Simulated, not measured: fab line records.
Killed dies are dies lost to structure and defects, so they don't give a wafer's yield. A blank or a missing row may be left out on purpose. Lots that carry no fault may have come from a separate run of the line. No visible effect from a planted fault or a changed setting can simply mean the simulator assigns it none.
fab line records    flow n5-finfet
record: lots: 7  wafers: 39
route steps=1938 shown BEOL_M10@1488 BEOL_M11@1573 BEOL_M13@1706 MIM_TOP_ETCH@1853
start-h: start of the lot's first displayed wafer, in hours after the record's first day    wait-h: time in hours since the lot's previous step    " unchanged from the row above    L1.1+2: several wafers, shown together as one row    - either no value or no given start    * or withheld: withheld    < > ~ a bound
route shown NAME@n: NAME is a module with steps in the file, n the number in the route of the first one    usual: mean/standard deviation taken from wafers without a fault    same: alike in all rows    chamber/n: place in a boat    sites: the reading at each site    _std_site: the values' standard deviation    _edge_site: mean of outer sites minus mean of inner sites    radius-mm: for every site, how far away it sits from the centre of the wafer    mask NAME#n: copy n    behind: the last tool/chamber to shape the wafer    hold: why the lot was held/for how many hours/how that ended    device: the transistor (n, p or np) that didn't switch    end of line: tests run on the same wafers once the route is complete    step lacking rows: just its recipe    killed: dies that structure and defects cost at the first sort, which is not the same as the wafer's yield    map: dies across one wafer; x = killed, . = not, _ = none there
set.NAME: the setting the step ran with; set.NAME@STEP: the setting that earlier step ran with    model.NAME: the simulator's own value behind a step, which no gauge read
lots whose settings were changed on purpose; a table a step, a row a wafer
== steps ==
step: N5_BEOL_M10_ETCH_62
recipe: chemistry: N2/H2  target: SOC  target-depth-a: 1100  overetch-a: 220  mask-material: SiARC  temp-c: 40  time-s: 165  ion-energy-ev: 200  pressure-mtorr: 30  source-w: 840  bias-w: 150  n2-flow-sccm: 200  h2-flow-sccm: 200
lot.wafer  tool         chamber  start-h  wait-h  set.time-s  model.etch.depth-nm  model.SiARC_of_BEOL_M10_COAT_60.thk-nm
L081.1     rie-diel-02  3        266.15   0.0     193.2       100.4                22.4
L081.2     "            2        "        "       165         99.98                23.6
L081.3     "            0        "        "       193.2       99.86                22.6
L081.4     "            1        "        "       165         100.2                23.6
L081.5     "            3        "        "       165         99.92                23.4
L081.6     "            2        "        "       193.2       99.84                22.6
L082.1     rie-diel-04  2        279.65   0.0     165         100.1                23.4
L082.2     "            3        "        "       165         100.3                23.4
L082.3     "            0        "        "       68.06       54.67                27.2
L082.4     "            3        "        "       165         100.2                23.4
L082.5     "            2        "        "       68.06       53.21                27.2
L082.6     "            0        "        "       68.06       54.48                27.2
L083.1+4   rie-diel-01  2,0      286.35   0.0     165         100.2                23.8
L083.2     "            1        "        "       165         99.92                23.4
L083.3     "            3        "        "       165         100.2                23.6
L083.5     "            2        "        "       165         100.3                23.6
L083.6     "            3        "        "       165         100.4                23.6
L084.1     rie-diel-04  0        295.18   0.0     136.3       100.4                24.8
L084.2+5   "            2        "        "       136.3       100.2                24.8
L084.3     "            1        "        "       165         100.4                23.8
L084.4     "            3        "        "       165         100.1                23.6
L084.6     "            1        "        "       165         100.4                23.6
L079.1     rie-diel-04  2        302.97   0.0     165         100.4                23.6
L079.2     "            3        "        "       213         100.3                21.6
L079.3     "            0        "        "       213         100.5                21.8
L079.4     "            1        "        "       165         100.3                23.6
L079.5     "            1        "        "       165         100.2                23.6
L079.6     "            2        "        "       213         100.6                21.8
L086.1+5   rie-diel-01  0        308.49   0.0     165         100.1                23.6
L086.6     "            1        "        "       165         99.88                23.6
L093.1     rie-diel-04  2        337.48   0.0     95.46       76.36                26.2
L093.2     "            1        "        "       165         100.1                23.6
L093.3     "            0        "        "       95.46       77.78                26.2
L093.4     "            3        "        "       165         100.2                23.6
L093.5     "            1        "        "       165         100.3                23.6
L093.6     "            0        "        "       95.46       78.08                26.2
step: N5_BEOL_M10_STRIP_68
recipe: chemistry: N2/H2  temp-c: 40  n2-flow-sccm: 200  h2-flow-sccm: 200  rf-frequency-hz: 6e+07
step: N5_BEOL_M10_STRIP_67
recipe: chemistry: CF4  resist: SiARC  power-w: 300  bias-power-w: 75  pressure-mtorr: 50  cf4-flow-sccm: 150  rf-frequency-hz: 6e+07
step: N5_BEOL_M10_HM_OPEN_17
recipe: chemistry: Cl2/BCl3  target-depth-a: 200  overetch-a: 60  target: TiN  mask-material: SOC  ion-energy-ev: 150  pressure-mtorr: 10  icp-w: 1000  bias-w: 126  Cl2_flow_sccm: 53.25  bcl3-flow-sccm: 21.75  Ar_flow_sccm: 25
usual: oes-product-au: 0.69/0.062
lot.wafer  tool          chamber  start-h  wait-h  set.time-s@BEOL_M10_ETCH_62  oes-product-au  model.etch.depth-nm
L081.1     rie-metal-01  0        266.34   0.0     193.2                        0.58            16.95
L081.2     "             1        "        "       165                          0.65            19.84
L081.3     "             0        "        "       193.2                        0.59            16.96
L081.4     "             1        "        "       165                          0.64            19.46
L081.5     "             0        "        "       165                          0.63            19.72
L081.6     "             1        "        "       193.2                        0.60            16.99
L082.1     rie-metal-01  0        279.92   0.1     165                          0.64            20.05
L082.2     "             1        "        "       165                          0.65            20.27
L082.3     "             0        "        "       68.06                        0.28            20.1
L082.4     "             1        "        "       165                          0.66            20.17
L082.5     "             0        "        "       68.06                        0.28            20.23
L082.6     "             1        "        "       68.06                        0.28            20.15
L083.1     rie-metal-01  1        286.53   0.0     165                          0.65            20.24
L083.2     "             0        "        "       165                          0.64            20.2
L083.3     "             1        "        "       165                          0.65            20.19
L083.4     "             0        "        "       165                          0.64            19.96
L083.5     "             0        "        "       165                          0.64            20.15
L083.6     "             1        "        "       165                          0.64            20.2
L084.1     rie-metal-02  1        295.36   0.0     136.3                        0.84            20.25
L084.2     "             0        "        "       136.3                        0.79            20.36
L084.3     "             0        "        "       165                          0.79            20.35
L084.4     "             1        "        "       165                          0.83            20.25
L084.5     "             1        "        "       136.3                        0.85            20.37
L084.6     "             0        "        "       165                          0.78            20.18
L079.1     rie-metal-01  0        303.16   0.0     165                          0.62            19.6
L079.2     "             1        "        "       213                          0.55            15.04
L079.3     "             1        "        "       213                          0.55            14.94
L079.4     "             0        "        "       165                          0.62            19.53
L079.5     "             1        "        "       165                          0.64            19.84
L079.6     "             0        "        "       213                          0.56            15.32
L086.1     rie-metal-01  0        308.68   0.0     165                          0.64            19.87
L086.5     "             1        "        "       165                          0.64            20.11
L086.6     "             0        "        "       165                          0.63            20.21
L093.1     rie-metal-01  0        337.68   0.0     95.46                        0.27            19.78
L093.2     "             1        "        "       165                          0.63            19.75
L093.3     "             0        "        "       95.46                        0.28            19.85
L093.4     "             1        "        "       165                          0.64            20.03
L093.5     "             1        "        "       165                          0.64            19.91
L093.6     "             0        "        "       95.46                        0.28            19.87
step: N5_BEOL_M11_ETCH_66
recipe: chemistry: N2/H2  target: SOC  target-depth-a: 1200  overetch-a: 240  mask-material: SiARC  temp-c: 40  time-s: 180  ion-energy-ev: 200  pressure-mtorr: 30  source-w: 840  bias-w: 150  n2-flow-sccm: 200  h2-flow-sccm: 200
lot.wafer  tool         chamber  start-h  wait-h  set.time-s  model.etch.depth-nm  model.SiARC_of_BEOL_M11_COAT_64.thk-nm
L081.1     rie-diel-03  0        284.88   0.0     96.31       79.69                26
L081.2     "            3        "        "       180         100.2                22.8
L081.3     "            1        "        "       180         100.3                23.2
L081.4     "            2        "        "       180         100                  22.6
L081.5     "            2        "        "       96.31       79.21                26
L081.6     "            3        "        "       96.31       77.27                26.2
L082.1     rie-diel-03  1        290.08   0.0     180         100.3                23.2
L082.2     "            3        "        "       180         100.2                22.6
L082.3     "            0        "        "       180         100.3                22.4
L082.4     "            2        "        "       180         100.1                22.6
L082.5     "            2        "        "       180         100.5                22.6
L082.6     "            3        "        "       180         100.3                22.8
L083.1     rie-diel-03  3        298.34   0.0     180         100.1                22.8
L083.2     "            0        "        "       111         90.72                25.4
L083.3     "            2        "        "       180         99.85                22.6
L083.4     "            1        "        "       111         82.76                26
L083.5     "            0        "        "       111         90.98                25.4
L083.6     "            1        "        "       180         100.1                23.4
L084.1     rie-diel-03  1        303.74   0.0     180         100.2                23.2
L084.2     "            3        "        "       180         100.2                22.6
L084.3     "            2        "        "       180         100.3                22.6
L084.4     "            0        "        "       180         100.3                22.4
L084.5     "            2        "        "       180         100.4                22.6
L084.6     "            1        "        "       180         100.3                23.2
L079.1     rie-diel-05  3        313.22   0.0     180         99.85                22.2
L079.2     "            0        "        "       180         100.1                22.6
L079.3     "            2        "        "       93.05       73.45                26.2
L079.4     "            3        "        "       93.05       79.02                26
L079.5     "            0        "        "       93.05       74.24                26
L079.6     "            2        "        "       180         100.1                22.8
L086.1+5   rie-diel-06  3        323.00   0.0     180         100.2                22.8
L086.6     "            0        "        "       180         100.2                23
L093.1     rie-diel-05  3        349.70   0.0     219.8       100.2                20.8
L093.2     "            0        "        "       219.8       100.3                21.2
L093.3     "            2        "        "       180         100.4                23
L093.4     "            1        "        "       219.8       100.1                21.2
L093.5     "            0        "        "       180         100.3                22.8
L093.6     "            3        "        "       180         100.4                22.6
step: N5_BEOL_M13_SPUTTER_44
recipe: material: Ta  target-thk-a: 100  temp-c: 50  bias-v: 80  power-w: 15000  chamber-pressure-pa: 0.07  time-s: 16.13
lot.wafer         tool            chamber  start-h  wait-h  set.target-thk-a  model.Ta_of_BEOL_M13_SPUTTER_44.thk-nm
L081.1+4          pvd-sputter-01  -        302.80   0.0     49.55             4.8
L081.2+3+6        "               -        "        "       100               9.8
L081.5            "               -        "        "       49.55             4.6
L082.1+2+3+4+5+6  pvd-sputter-02  -        304.04   0.0     100               9.8
L083.1+6          pvd-sputter-01  -        314.44   0.0     130.1             13
L083.2+3+4        "               -        "        "       100               10
L083.5            "               -        "        "       130.1             12.8
L084.1+4+5        pvd-sputter-02  -        318.54   0.0     100               9.8
L084.2            "               -        "        "       49.09             4.8
L084.3+6          "               -        "        "       49.09             4.6
L079.1+4+5        pvd-sputter-03  -        332.94   0.0     100               9.8
L079.2+3          "               -        "        "       100               10.2
L079.6            "               -        "        "       100               10
L086.1+6          pvd-sputter-02  -        351.02   0.0     100               9.8
L086.5            "               -        "        "       100               10
L093.1+4          pvd-sputter-01  -        372.18   0.0     75.95             7.4
L093.2            "               -        "        "       100               9.6
L093.3            "               -        "        "       100               9.8
L093.5            "               -        "        "       75.95             7.2
L093.6            "               -        "        "       100               10
step: N5_BEOL_M13_SPUTTER_45
recipe: material: Cu  target-thk-a: 800  temp-c: -20  bias-v: 60  power-w: 26000  chamber-pressure-pa: 0.13  time-s: 13.33
step: N5_BEOL_M13_ECD_47
recipe: material: Cu  target-thk-a: 9360
step: N5_BEOL_M13_ANNEAL_48
recipe: temp-c: 225  time-s: 90  ambient: N2
step: N5_BEOL_M13_CMP_49
recipe: stop-on: SiOC  t-overpolish-s: 17.1  down-force-psi: 1  platen-rpm: 50  clearing-platen-down-force-psi: 1.5  clearing-platen-rpm: 50  post-cmp-clean: cu-alkaline  target-thk-nm: 420  clearing-platen-pad-velocity-m-s: 0.99484  pad-velocity-m-s: 0.99484
usual: barrier-field-endpoint-s: 30.2/0.79
lot.wafer  tool    chamber  start-h  wait-h  set.target-thk-a@BEOL_M13_SPUTTER_44  barrier-field-endpoint-s
L081.1     cmp-01  1        303.46   0.3     49.55                                 24.8
L081.4     "       2        "        "       49.55                                 25.2
L081.3     "       3        "        "       100                                   30.6
L081.2     "       0        "        "       100                                   29.8
L081.6     "       1        "        "       100                                   31.0
L081.5     "       2        "        "       49.55                                 24.7
L082.4     cmp-04  3        304.83   0.1     100                                   30.2
L082.3     "       0        "        "       100                                   30.7
L082.2     "       1        "        "       100                                   29.5
L082.1     "       2        "        "       100                                   30.7
L082.6     "       3        "        "       100                                   31.2
L082.5     "       0        "        "       100                                   30.5
L083.1     cmp-01  3        315.10   0.3     130.1                                 32.2
L083.2     "       0        "        "       100                                   28.7
L083.3     "       1        "        "       100                                   28.8
L083.4     "       2        "        "       100                                   31.0
L083.5     "       3        "        "       130.1                                 32.4
L083.6     "       0        "        "       130.1                                 32.3
L084.4     cmp-01  2        319.20   0.1     100                                   29.8
L084.1     "       3        "        "       100                                   28.5
L084.3     "       0        "        "       49.09                                 22.1
L084.2     "       1        "        "       49.09                                 23.0
L084.6     "       2        "        "       49.09                                 23.0
L084.5     "       3        "        "       100                                   28.2
L079.4     cmp-04  2        334.24   0.1     100                                   29.4
L079.2     "       3        "        "       100                                   29.4
L079.1     "       0        "        "       100                                   29.7
L079.3     "       1        "        "       100                                   28.8
L079.6     "       2        "        "       100                                   29.9
L079.5     "       3        "        "       100                                   28.5
L086.1     cmp-03  2        351.79   0.4     100                                   30.4
L086.5     "       3        "        "       100                                   30.3
L086.6     "       0        "        "       100                                   30.8
L093.1     cmp-04  0        372.84   0.3     75.95                                 28.8
L093.2     "       1        "        "       100                                   30.1
L093.3     "       2        "        "       100                                   30.2
L093.4     "       3        "        "       75.95                                 27.3
L093.6     "       0        "        "       100                                   31.3
L093.5     "       1        "        "       75.95                                 27.3
step: N5_MIM_TOP_ETCH_PECVD_03
recipe: material: SiNx  target-thk-a: 200  temp-c: 400  precursor: SiH4/NH3/N2  pressure-torr: 1.5  rf-w: 300  time-s: 17.6
lot.wafer   tool      chamber  start-h  wait-h  set.time-s  model.SiNx_of_MIM_TOP_ETCH_PECVD_03.thk-nm
L081.1      pecvd-02  1        321.73   -       9.978       10.8
L081.2      "         2        "        "       9.978       10.6
L081.3      "         0        "        "       17.6        19.8
L081.4+5    "         2,1      "        "       17.6        19.6
L081.6      "         0        "        "       9.978       11.4
L082.1      pecvd-03  0        332.89   -       17.6        19.4
L082.2+3+6  "         2,1,1    "        "       17.6        19.8
L082.4      "         2        "        "       17.6        20.2
L082.5      "         0        "        "       17.6        20
L084.1      pecvd-04  1        337.94   -       17.6        20.4
L084.2+4    "         2,0      "        "       12.57       14.6
L084.3      "         0        "        "       12.57       14.8
L084.5      "         2        "        "       17.6        20.6
L084.6      "         1        "        "       17.6        20.8
L083.1      pecvd-04  1        344.59   -       17.6        20.2
L083.2      "         2        "        "       17.6        20
L083.3      "         0        "        "       25.35       28.8
L083.4      "         2        "        "       17.6        20.4
L083.5      "         1        "        "       25.35       29.2
L083.6      "         0        "        "       25.35       29
L079.1+3    pecvd-03  0,1      349.17   -       17.6        19.6
L079.2      "         2        "        "       27.42       31
L079.4      "         2        "        "       27.42       31.4
L079.5      "         1        "        "       17.6        20.4
L079.6      "         0        "        "       27.42       31.2
L086.1      pecvd-02  1        375.58   -       17.6        19.6
L086.5      "         1        "        "       17.6        20
L086.6      "         2        "        "       17.6        19.8
L093.1+3    pecvd-04  2,1      392.20   -       27.96       31.4
L093.2      "         0        "        "       17.6        19.6
L093.4      "         2        "        "       27.96       32
L093.5      "         1        "        "       17.6        19.8
L093.6      "         0        "        "       17.6        20
== key ==
split: step: N5_BEOL_M10_ETCH_62  setting: time-s  stated: 165  by: wafer
response: step: N5_BEOL_M10_ETCH_62  reading: model.etch.depth-nm  change: +0.551  per: 1%  r: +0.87
response: step: N5_BEOL_M10_ETCH_62  reading: model.SiARC_of_BEOL_M10_COAT_60.thk-nm  change: -0.0636  per: 1%  r: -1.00
response: step: N5_BEOL_M10_HM_OPEN_17  reading: oes-product-au  shape: bent  at-lowest: 0.28  at-stated: 0.66  at-highest: 0.55
response: step: N5_BEOL_M10_HM_OPEN_17  reading: model.etch.depth-nm  shape: bent  at-lowest: 20.16  at-stated: 20  at-highest: 15.1
split: step: N5_BEOL_M11_ETCH_66  setting: time-s  stated: 180  by: wafer
response: step: N5_BEOL_M11_ETCH_66  reading: model.etch.depth-nm  change: +0.408  per: 1%  r: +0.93
response: step: N5_BEOL_M11_ETCH_66  reading: model.SiARC_of_BEOL_M11_COAT_64.thk-nm  change: -0.0713  per: 1%  r: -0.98
split: step: N5_BEOL_M13_SPUTTER_44  setting: target-thk-a  stated: 100  by: wafer
response: step: N5_BEOL_M13_SPUTTER_44  reading: model.Ta_of_BEOL_M13_SPUTTER_44.thk-nm  change: +0.1  per: 1%  r: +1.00
response: step: N5_BEOL_M13_CMP_49  reading: barrier-field-endpoint-s  change: +0.112  per: 1%  r: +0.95
split: step: N5_MIM_TOP_ETCH_PECVD_03  setting: time-s  stated: 17.6  by: wafer
response: step: N5_MIM_TOP_ETCH_PECVD_03  reading: model.SiNx_of_MIM_TOP_ETCH_PECVD_03.thk-nm  change: +0.202  per: 1%  r: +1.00
